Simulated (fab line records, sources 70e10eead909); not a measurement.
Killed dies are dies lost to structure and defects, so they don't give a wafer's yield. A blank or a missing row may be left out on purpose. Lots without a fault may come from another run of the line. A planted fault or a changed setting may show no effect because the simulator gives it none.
Tool commonality check | flow nand_harc | 7 lots, 21 wafers sampled

WHY IT WAS OPENED
At NHARC_END_SORT_01 the reading sort_bin_2_pct is flagged on 2 of 7 lots. Wafers without a fault read 2.9 %, standard deviation 1.3.
Rule: a lot is flagged when every wafer of it that has a number lies more than 4 standard deviations from that mean, or none has a number. The other lots count as sound.

lot  | measured     | on        | sort_bin_2_pct (%), wafer by wafer | flag
L172 | day 25 09:26 | prober-01 | 0.9 1.5 1.5                        |
L171 | day 25 10:13 | prober-02 | 3.2 3.0 3.1                        |
L182 | day 30 12:57 | prober-02 | 92.9 92.8 93.4                     | FLAGGED
L181 | day 30 21:21 | prober-01 | 3.4 2.5 3.1                        |
L184 | day 31 10:37 | prober-01 | 94.1 92.5 93.9                     | FLAGGED
L187 | day 31 20:42 | prober-02 | 2.5 3.2 2.1                        |
L189 | day 33 15:25 | prober-01 | 2.2 1.8 4.0                        |
The numbers of the flagged lots are 93.3 % on average: +90.4 % against the usual, or +70 standard deviations.

WHICH TOOL RAN EACH LOT
The record holds 2 process steps before the reading, out of a route of 1302 steps. In each cell: the tool, then ch and the chambers that the sampled wafers went through, then the start.
lot  | flag    | NHARC_A_BONDPAD_PVD_27       | NHARC_THIN_TSV_STRIP_62
L172 |         | pvd_sputter-03, day 24 06:33 | plasma_asher-01 ch 0,1, day 24 21:58
L171 |         | pvd_sputter-02, day 24 04:41 | plasma_asher-02 ch 1, day 24 20:44
L182 | FLAGGED | pvd_sputter-02, day 29 07:10 | no row
L181 |         | pvd_sputter-01, day 29 12:21 | plasma_asher-02 ch 0,1, day 30 07:26
L184 | FLAGGED | pvd_sputter-02, day 30 03:19 | no row
L187 |         | pvd_sputter-01, day 30 15:46 | plasma_asher-02 ch 0,1, day 31 07:25
L189 |         | pvd_sputter-03, day 32 07:37 | plasma_asher-02 ch 0,1, day 33 02:11
What these steps do:
- NHARC_A_BONDPAD_PVD_27: deposits Cu, target thk 30 nm, time 20.49 s.
- NHARC_THIN_TSV_STRIP_62: strips in N2/H2, time 20 s.
- NHARC_END_SORT_01

FLAGGED OVER TOTAL, TOOL BY TOOL (the gauges that took the reading come last)
step                    | tool            | lots run | flagged | share of the flagged lots | sound lots run after its first flagged lot
NHARC_A_BONDPAD_PVD_27  | pvd_sputter-01  | 2        | 0       | none                      | -
NHARC_A_BONDPAD_PVD_27  | pvd_sputter-02  | 3        | 2       | all                       | 0
NHARC_A_BONDPAD_PVD_27  | pvd_sputter-03  | 2        | 0       | none                      | -
NHARC_THIN_TSV_STRIP_62 | plasma_asher-01 | 1        | 0       | none                      | -
NHARC_THIN_TSV_STRIP_62 | plasma_asher-02 | 4        | 0       | none                      | -
NHARC_END_SORT_01       | prober-01       | 4        | 1       | some                      | 1 (L189)
NHARC_END_SORT_01       | prober-02       | 3        | 1       | some                      | 1 (L187)

WHAT THE TABLE ALLOWS
1 row of the table ran every flagged lot: pvd_sputter-02 at NHARC_A_BONDPAD_PVD_27.
- pvd_sputter-02 at NHARC_A_BONDPAD_PVD_27: 2 of its 3 lots flagged. Its last sound lot is L171 (day 24 04:41), its first flagged lot L182 (day 29 07:10): a fault that began between those two fits.
One tool is left: pvd_sputter-02 at NHARC_A_BONDPAD_PVD_27.

WHAT THE SIMULATOR HAD PUT IN
Process parameter drift: pvd_sputter-02, from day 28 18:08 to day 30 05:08, at NHARC_A_BONDPAD_PVD_27. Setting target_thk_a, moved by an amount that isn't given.
Lots struck among those shown: L182, L184. The rule above found the same.
